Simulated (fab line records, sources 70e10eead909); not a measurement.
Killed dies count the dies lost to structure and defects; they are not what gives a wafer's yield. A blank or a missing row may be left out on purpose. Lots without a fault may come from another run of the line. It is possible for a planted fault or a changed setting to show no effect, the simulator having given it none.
Chamber matching -- flow nand_harc -- NHARC_A_STAIRCASE_STRIP_476 on rie_diel-06: 4 sister chambers
The step strips in O2, time 20 s. 4 wafers are shown with their chamber, then 9 later ones without.

## WAFERS WITH THEIR CHAMBER
wafer,chamber,showerhead_plenum_p_Torr (Torr)
L084.3,3,3.77
L087.1,0,3.73
L087.3,1,3.41
L087.4,2,3.76

## WAFERS WITHOUT THEIR CHAMBER
wafer,showerhead_plenum_p_Torr (Torr)
L088.3,3.73
L088.4,3.76
L088.6,3.76
L093.1,3.75
L093.5,3.41
L093.6,3.75
L094.1,3.75
L094.4,3.72
L094.6,3.40

## WHICH CHAMBER EACH WENT THROUGH
wafer,from the rows above,in truth
L088.3,0,0
L088.4,can't be placed: 2 or 3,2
L088.6,can't be placed: 2 or 3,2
L093.1,can't be placed: 2 or 0 or 3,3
L093.5,1,1
L093.6,can't be placed: 2 or 0 or 3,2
L094.1,can't be placed: 2 or 0 or 3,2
L094.4,0,0
L094.6,1,1
Correctly placed: 4 of 9. These rows do not allow placing 5 (true chamber among the candidates in 5). Placed wrongly: 0.
How it was worked out, from the rows above alone: a wafer's distance from a chamber is the root of the sum, over the readings, of the square of ((its reading less the chamber's mean) divided by the reading's scatter). If the next closest chamber is less than 2 further off than the closest, the wafer can't be placed; otherwise it belongs to the closest. Each chamber's mean is taken over the wafers shown for it. The scatter (one wafer shown for each chamber): square how far every hidden wafer sits from the nearest shown wafer, average those squares and take the square root.
